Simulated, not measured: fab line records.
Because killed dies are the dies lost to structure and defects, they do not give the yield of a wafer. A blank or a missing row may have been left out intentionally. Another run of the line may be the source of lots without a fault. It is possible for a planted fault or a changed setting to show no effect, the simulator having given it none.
fab line records -- flow nandHarc -- part 2 of 2: steps 26 to 36 of 36
[record] lots = 5, wafers = 15, lastDay = 23
route steps=1159 shown P_GATE@163
lots untouched by any fault: they come from a run of this same line in which no faults occurred
startH: hours from the record's first day to the start of the lot's first wafer shown -- waitH: how many hours have passed since the lot's step before this one -- " the same as in the row above -- L1.1+2: several wafers, shown together as one row -- - no value, or no start was given -- * or withheld: withheld -- < > ~ a bound
route shown NAME@n: NAME is a module with steps in the file, n the number in the route of the first one -- usual: mean and standard deviation over wafers with no fault -- same: alike in all rows -- chamber/n: place in a boat -- sites: the reading at each site -- _std_site: the standard deviation of these -- _edge_site: inner sites' mean taken away from outer sites' mean -- radiusMm: how far each site lies from the wafer's centre -- mask NAME#n: copy n -- behind: the tool/chamber that last shaped the wafer -- hold: why the lot was held/for how many hours/how that ended -- device: transistor that didn't switch, given as n, p or np -- end of line: the same wafers' tests at the end of the route -- step lacking rows: just its recipe -- killed: dies lost to structure and defects at the first sort, not the wafer's yield -- map: shows each die of a wafer: x if killed, . if not, _ if none is there
set.NAME: the setting that was run; set.NAME@STEP: the one run at that earlier step -- model.NAME: the simulator's own value behind a step, which no gauge read
lots at some steps of the route; a table a step, a row a wafer
services: a tool's chamber out of use, with start hour (startH, from the record's first day; less than 0 if before it), hours out, and reason
[[steps]]
[step NHARC_P_GATE_IMPLANT_62]
[recipe] energyKev = 20, doseCm2 = 3e+15, tiltDeg = 7
[usual] tiltDeg = 7.001/0.018
lot.wafer,tool,chamber,startH,waitH,tiltDeg
L074.1,implanter-02,0,103.50,0.1,7.036
L074.2,implanter-02,0,103.50,0.1,7.001
L074.5,implanter-02,0,103.50,0.1,7.019
L075.2,implanter-02,0,113.87,0.2,6.982
L075.3,implanter-02,0,113.87,0.2,7.011
L075.5,implanter-02,0,113.87,0.2,7.016
L081.3,implanter-01,0,142.01,0.2,7.023
L081.4,implanter-01,0,142.01,0.2,7.032
L081.6,implanter-01,0,142.01,0.2,7.017
L080.1,implanter-01,0,142.52,0.1,7.031
L080.4,implanter-01,0,142.52,0.1,6.990
L080.6,implanter-01,0,142.52,0.1,6.992
L089.1,implanter-02,0,198.11,0.1,6.996
L089.2,implanter-02,0,198.11,0.1,7.031
L089.3,implanter-02,0,198.11,0.1,6.989
[step NHARC_P_GATE_STRIP_112]
[recipe] powerW = 1500, tempC = 110, timeS = 200, chemistry = N2/H2
[usual] drypumpMotorCurrentA = 5.8/0.67, heaterPowerW = 88/8.6, tempC = 109.99/0.14
[same] timeS = 200
lot.wafer,tool,chamber,startH,waitH,drypumpMotorCurrentA,heaterPowerW,rfHoursCounterH,tempC
L074.2,plasmaAsher-02,1,103.73,0.2,4.9,79,30,110.03
L074.1,plasmaAsher-02,0,103.73,0.2,6.6,87,30,109.96
L074.5,plasmaAsher-02,0,103.73,0.2,6.6,89,-,109.99
L075.2,plasmaAsher-02,0,114.06,0.2,6.6,89,35,109.93
L075.3,plasmaAsher-02,1,114.06,0.2,5.0,81,-,110.02
L075.5,plasmaAsher-02,1,114.06,0.2,5.0,80,-,109.79
L081.4,plasmaAsher-01,1,142.29,0.2,6.0,87,-,109.87
L081.3,plasmaAsher-01,0,142.29,0.2,5.6,104,-,110.00
L081.6,plasmaAsher-01,1,142.29,0.2,6.0,88,-,109.85
L080.1,plasmaAsher-02,0,142.79,0.2,6.6,89,43,109.80
L080.4,plasmaAsher-02,1,142.79,0.2,4.9,79,-,109.93
L080.6,plasmaAsher-02,1,142.79,0.2,5.0,80,-,109.79
L089.1,plasmaAsher-02,0,198.33,0.2,6.6,86,2,109.97
L089.2,plasmaAsher-02,1,198.33,0.2,5.0,79,2,110.21
L089.3,plasmaAsher-02,0,198.33,0.2,6.6,85,-,110.11
[step NHARC_P_GATE_STRIP_76]
[recipe] powerW = 1500, tempC = 250, chemistry = O2
[usual] drypumpMotorCurrentA = 5.8/0.68, heaterPowerW = 330/32, tempC = 250.02/0.18
lot.wafer,tool,chamber,startH,waitH,drypumpMotorCurrentA,heaterPowerW,rfHoursCounterH,tempC
L074.2,plasmaAsher-02,1,103.99,0.2,5.0,298,30,249.98
L074.1,plasmaAsher-02,0,103.99,0.2,6.6,328,30,249.82
L074.5,plasmaAsher-02,0,103.99,0.2,6.7,338,-,249.89
L075.2,plasmaAsher-02,0,114.32,0.2,6.6,324,36,249.96
L075.3,plasmaAsher-02,1,114.32,0.2,4.9,298,-,250.40
L075.5,plasmaAsher-02,1,114.32,0.2,4.9,302,-,250.38
L081.4,plasmaAsher-01,1,142.49,0.2,6.1,326,-,249.87
L081.3,plasmaAsher-01,0,142.49,0.2,5.5,394,-,249.86
L081.6,plasmaAsher-01,1,142.49,0.2,6.1,325,-,250.00
L080.1,plasmaAsher-02,0,143.52,0.7,6.6,333,43,249.69
L080.4,plasmaAsher-02,1,143.52,0.7,5.0,302,-,250.09
L080.6,plasmaAsher-02,1,143.52,0.7,4.9,293,-,250.20
L089.1,plasmaAsher-02,0,198.59,0.2,6.6,324,2,250.30
L089.2,plasmaAsher-02,1,198.59,0.2,5.0,294,2,249.83
L089.3,plasmaAsher-02,0,198.59,0.2,6.6,333,-,250.37
[step NHARC_P_GATE_STRIP_63]
[recipe] timeS = 900, tempC = 130, chemistry = SPM
[usual] tempC = 129.99/0.13
[same] timeS = 900
lot.wafer,tool,chamber,startH,waitH,tempC
L074.5,wetBench-07,3,104.15,0.1,129.87
L074.1,wetBench-07,4,104.15,0.1,129.98
L074.2,wetBench-07,6,104.15,0.1,129.98
L075.5,wetBench-07,6,114.47,0.1,130.09
L075.3,wetBench-07,1,114.47,0.1,130.06
L075.2,wetBench-07,2,114.47,0.1,130.14
L081.6,wetBench-02,6,142.61,0.1,129.83
L081.3,wetBench-02,7,142.61,0.1,130.01
L081.4,wetBench-02,0,142.61,0.1,129.98
L080.1,wetBench-04,4,143.65,0.1,129.98
L080.6,wetBench-04,5,143.65,0.1,129.88
L080.4,wetBench-04,0,143.65,0.1,130.08
L089.2,wetBench-04,7,198.73,0.1,130.02
L089.3,wetBench-04,1,198.73,0.1,129.95
L089.1,wetBench-04,4,198.73,0.1,129.94
[step NHARC_P_GATE_DEHYDRATE_83]
[recipe] tempC = 150, timeS = 120
[usual] exhaustPa = 45.3/0.74
[same] timeS = 120
lot.wafer,tool,chamber,startH,waitH,exhaustPa
L074.1,lithoTrack-07,0,104.54,-,44.6
L074.2,lithoTrack-07,0,104.54,-,46.1
L074.5,lithoTrack-07,0,104.54,-,45.4
L075.2,lithoTrack-03,0,114.87,-,44.4
L075.3,lithoTrack-03,0,114.87,-,45.9
L075.5,lithoTrack-03,0,114.87,-,45.2
L081.3,lithoTrack-03,0,142.96,-,45.4
L081.4,lithoTrack-03,0,142.96,-,44.5
L081.6,lithoTrack-03,0,142.96,-,44.6
L080.1,lithoTrack-07,0,144.02,-,45.9
L080.4,lithoTrack-07,0,144.02,-,45.6
L080.6,lithoTrack-07,0,144.02,-,45.3
L089.1,lithoTrack-05,0,199.08,-,47.3
L089.2,lithoTrack-05,0,199.08,-,45.5
L089.3,lithoTrack-05,0,199.08,-,46.6
[step NHARC_P_GATE_HMDS_84]
[recipe] timeS = 30
[usual] exhaustPa = 44.5/0.8
[same] timeS = 30
lot.wafer,tool,chamber,startH,waitH,exhaustPa
L074.1,lithoTrack-07,0,-,-,42.9
L074.2,lithoTrack-07,0,-,-,44.7
L074.5,lithoTrack-07,0,-,-,43.8
L075.2,lithoTrack-03,0,-,-,46.3
L075.3,lithoTrack-03,0,-,-,46.0
L075.5,lithoTrack-03,0,-,-,45.1
L081.3,lithoTrack-03,0,-,-,42.7
L081.4,lithoTrack-03,0,-,-,43.9
L081.6,lithoTrack-03,0,-,-,44.9
L080.1,lithoTrack-07,0,-,-,45.9
L080.4,lithoTrack-07,0,-,-,44.1
L080.6,lithoTrack-07,0,-,-,43.2
L089.1,lithoTrack-05,0,-,-,44.1
L089.2,lithoTrack-05,0,-,-,44.0
L089.3,lithoTrack-05,0,-,-,44.7
[step NHARC_P_GATE_COAT_85]
[recipe] spinRpm = 3000
[usual] exhaustPa = 44.9/0.93
lot.wafer,tool,chamber,startH,waitH,exhaustPa
L074.1,lithoTrack-07,0,-,-,46.8
L074.2,lithoTrack-07,0,-,-,45.9
L074.5,lithoTrack-07,0,-,-,45.9
L075.2,lithoTrack-03,0,-,-,43.4
L075.3,lithoTrack-03,0,-,-,43.9
L075.5,lithoTrack-03,0,-,-,44.8
L081.3,lithoTrack-03,0,-,-,47.2
L081.4,lithoTrack-03,0,-,-,45.9
L081.6,lithoTrack-03,0,-,-,44.9
L080.1,lithoTrack-07,0,-,-,44.4
L080.4,lithoTrack-07,0,-,-,44.1
L080.6,lithoTrack-07,0,-,-,44.3
L089.1,lithoTrack-05,0,-,-,43.5
L089.2,lithoTrack-05,0,-,-,42.7
L089.3,lithoTrack-05,0,-,-,44.1
[step NHARC_P_GATE_SOFTBAKE_86]
[recipe] tempC = 122, timeS = 95
[usual] exhaustPa = 44.9/0.88
[same] timeS = 95
lot.wafer,tool,chamber,startH,waitH,exhaustPa
L074.1,lithoTrack-07,0,-,-,44.8
L074.2,lithoTrack-07,0,-,-,44.4
L074.5,lithoTrack-07,0,-,-,44.3
L075.2,lithoTrack-03,0,-,-,44.7
L075.3,lithoTrack-03,0,-,-,47.0
L075.5,lithoTrack-03,0,-,-,44.5
L081.3,lithoTrack-03,0,-,-,44.9
L081.4,lithoTrack-03,0,-,-,43.1
L081.6,lithoTrack-03,0,-,-,44.1
L080.1,lithoTrack-07,0,-,-,45.2
L080.4,lithoTrack-07,0,-,-,45.0
L080.6,lithoTrack-07,0,-,-,45.6
L089.1,lithoTrack-05,0,-,-,44.3
L089.2,lithoTrack-05,0,-,-,46.2
L089.3,lithoTrack-05,0,-,-,44.2
[step NHARC_P_GATE_EBR_87]
[usual] exhaustPa = 45.1/1
lot.wafer,tool,chamber,startH,waitH,exhaustPa
L074.1,lithoTrack-07,0,-,-,45.1
L074.2,lithoTrack-07,0,-,-,45.9
L074.5,lithoTrack-07,0,-,-,45.2
L075.2,lithoTrack-03,0,-,-,45.3
L075.3,lithoTrack-03,0,-,-,46.3
L075.5,lithoTrack-03,0,-,-,45.2
L081.3,lithoTrack-03,0,-,-,44.5
L081.4,lithoTrack-03,0,-,-,45.9
L081.6,lithoTrack-03,0,-,-,43.7
L080.1,lithoTrack-07,0,-,-,43.8
L080.4,lithoTrack-07,0,-,-,44.6
L080.6,lithoTrack-07,0,-,-,44.8
L089.1,lithoTrack-05,0,-,-,45.0
L089.2,lithoTrack-05,0,-,-,43.3
L089.3,lithoTrack-05,0,-,-,44.6
[step NHARC_P_GATE_EXPOSE_88]
[recipe] na = 0.6, targetCdNm = 2000, doseMj = 11.87, maskId = P_HVN
lot.wafer,tool,chamber,startH,waitH,mask
L074.1+2+5,krfScanner-03,0,104.81,-,P_HVN#0
L075.2+3+5,krfScanner-01,0,115.14,-,P_HVN#0
L081.3+4+6,krfScanner-04,0,143.11,-,P_HVN#0
L080.1+4+6,krfScanner-01,0,144.29,-,P_HVN#0
L089.1+2+3,krfScanner-01,0,199.36,-,P_HVN#0
[step NHARC_P_GATE_PEB_89]
[recipe] pebTempC = 118, pebTimeS = 85
[usual] exhaustPa = 44.8/0.84
lot.wafer,tool,chamber,startH,waitH,exhaustPa
L074.1,lithoTrack-07,0,104.88,0.1,45.1
L074.2,lithoTrack-07,0,104.88,0.1,43.7
L074.5,lithoTrack-07,0,104.88,0.1,45.3
L075.2,lithoTrack-03,0,115.20,0.1,43.9
L075.3,lithoTrack-03,0,115.20,0.1,44.6
L075.5,lithoTrack-03,0,115.20,0.1,46.0
L081.3,lithoTrack-05,0,143.17,0.1,47.0
L081.4,lithoTrack-05,0,143.17,0.1,47.6
L081.6,lithoTrack-05,0,143.17,0.1,46.4
L080.1,lithoTrack-07,0,144.36,0.1,45.7
L080.4,lithoTrack-07,0,144.36,0.1,44.0
L080.6,lithoTrack-07,0,144.36,0.1,45.3
L089.1,lithoTrack-07,0,199.43,0.1,43.4
L089.2,lithoTrack-07,0,199.43,0.1,43.7
L089.3,lithoTrack-07,0,199.43,0.1,44.3
[[services]]
tool,chamber,startH,hours,kind
rieDiel-09,-,77.17,9.0,pm
wetBench-04,-,81.18,3.4,repair
krfScanner-01,-,84.01,4.0,pm
implanter-02,-,85.00,13.0,pm
rieDiel-11,0,91.15,2.8,repair
wetBench-07,-,96.00,8.0,pm
plasmaAsher-01,-,99.74,9.0,pm
rieDiel-11,-,122.58,0.6,repair
implanter-02,-,125.74,2.6,repair
krfScanner-04,-,126.25,4.0,pm
krfScanner-03,-,126.33,12.7,repair
rieDiel-09,2,136.93,8.3,repair
krfScanner-04,-,138.07,1.1,repair
rieDiel-09,3,144.69,6.2,repair
rieDiel-10,1,152.61,8.9,repair
wetBench-04,-,163.20,8.0,pm
rieDiel-10,-,174.08,0.2,repair
krfScanner-03,-,176.07,4.0,pm
wetBench-02,-,176.20,1.3,repair
rieDiel-10,-,176.50,9.0,pm
wetBench-02,-,180.00,8.0,pm
plasmaAsher-02,-,183.00,9.0,pm
lithoTrack-07,-,189.01,7.0,pm
krfScanner-03,-,190.22,1.0,repair
